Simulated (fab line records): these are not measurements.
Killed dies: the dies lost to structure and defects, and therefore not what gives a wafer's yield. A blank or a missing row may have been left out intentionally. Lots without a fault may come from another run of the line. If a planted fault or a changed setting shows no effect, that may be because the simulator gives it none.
Matching of chambers | flow nand harc | 4 sister chambers for NHARC_P_M0_ETCH_34 on rie diel-04
The step etches the open film in N2/H2, target depth 40 nm, overetch 12 nm, time 43.94 s. 4 wafers are shown with their chamber, then 7 later ones without.

EACH WAFER AND ITS CHAMBER
wafer  | chamber | showerhead plenum p Torr (Torr)
L083.3 | 3       | 2.19
L084.2 | 2       | 1.88
L084.6 | 0       | 2.02
L086.5 | 1       | 1.90

WAFERS MISSING THEIR CHAMBER
wafer  | showerhead plenum p Torr (Torr)
L086.6 | 1.88
L096.1 | 2.00
L096.4 | 2.17
L096.5 | 2.17
L097.1 | 2.00
L097.3 | 1.89
L097.5 | 1.87

CHAMBER TAKEN BY EACH
wafer  | from the rows above     | in truth
L086.6 | can't be placed: 2 or 1 | 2
L096.1 | 0                       | 0
L096.4 | 3                       | 3
L096.5 | 3                       | 3
L097.1 | 0                       | 0
L097.3 | can't be placed: 1 or 2 | 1
L097.5 | can't be placed: 2 or 1 | 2
Placed correctly: 4 of 7. These rows do not allow placing 3 (true chamber among the candidates in 3). 0 placed wrongly.
How it was worked out, from the rows above alone: a wafer's distance from a chamber is the root of the sum, over the readings, of the square of ((its reading less the chamber's mean) divided by the reading's scatter). If the next closest chamber is less than 2 further off than the closest, the wafer can't be placed; otherwise it belongs to the closest. For every chamber, the mean is computed from those of its wafers that are shown. The scatter (one wafer shown for each chamber): square how far every hidden wafer sits from the nearest shown wafer, average those squares and take the square root.
